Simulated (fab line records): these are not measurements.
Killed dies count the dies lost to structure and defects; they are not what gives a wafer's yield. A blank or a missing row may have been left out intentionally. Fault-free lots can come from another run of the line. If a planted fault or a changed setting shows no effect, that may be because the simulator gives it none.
Which tool did it? | flow n5 finfet | 36 wafers from 12 lots sampled at 2 of the route's 1938 steps

WHAT EACH GAUGE READ, for each wafer
N5_BEOL_M7_OVL_MEAS_12.
lot  | measured     | on         | M7_OVL (nm)
L075 | day 9 19:02  | overlay-02 | -1.1 -1.6 -1.6
L077 | day 10 13:45 | overlay-01 | -0.1 -0.2 -1.3
L078 | day 11 00:56 | overlay-02 | -0.1 -0.5 -0.5
L082 | day 11 09:38 | overlay-02 | -1.3 -0.5 -1.6
L083 | day 11 16:49 | overlay-01 | -1.5 -0.2 -1.4
L085 | day 12 09:23 | overlay-02 | 1.7 0.8 2.3
L086 | day 12 17:59 | overlay-02 | -0.7 -0.8 -1.6
L089 | day 13 09:38 | overlay-02 | -1.9 -1.6 0.0
L093 | day 13 20:31 | overlay-02 | 0.1 -0.5 1.0
L091 | day 14 15:31 | overlay-01 | 0.5 0.6 0.0
L096 | day 14 19:32 | overlay-02 | -0.7 -0.6 0.0
L097 | day 15 07:13 | overlay-02 | -0.8 0.0 -0.1

EACH LOT AND THE TOOL THAT RAN IT (in order: tool; ch and the chambers of the sampled wafers; start)
lot  | N5_BEOL_M7_PECVD_70
L075 | pecvd-03 ch 0,1,2, day 9 17:51
L077 | pecvd-04 ch 0,1, day 10 11:23
L078 | pecvd-03 ch 0,2, day 10 22:14
L082 | pecvd-03 ch 0,2, day 11 07:07
L083 | pecvd-03 ch 1,2, day 11 15:37
L085 | pecvd-02 ch 0,1,2, day 12 08:43
L086 | pecvd-02 ch 0,1, day 12 15:26
L089 | pecvd-02 ch 0,1,2, day 13 07:53
L093 | pecvd-03 ch 0,1,2, day 13 19:40
L091 | pecvd-03 ch 0,2, day 14 13:40
L096 | pecvd-03 ch 0,2, day 14 18:43
L097 | pecvd-02 ch 0,1,2, day 15 06:36
- N5_BEOL_M7_PECVD_70: deposits SiO2 from TEOS/O2, target thk 20 nm, time 22.7 s.

THE ANSWER, worked out from the rows above alone
Rule: usual is defined by the lots themselves. Put in order of their means at a reading, lots are off if they are a third of the lots or fewer, leave a main group of 4 or more, and stand apart from it by a gap of 3 or more times the standard deviation of the main group's means; of several such gaps the widest counts. A main group is skipped when, at the precision printed for the reading in the tables above, its means are all equal. A lot without any number at a reading at which 4 lots or more have one is off too. Where the step has rows for the other lots, those lots are counted as sound.
No lot is off on any of the readings shown, so nothing can be concluded from this.

WHAT HAD BEEN PUT IN BY THE SIMULATOR
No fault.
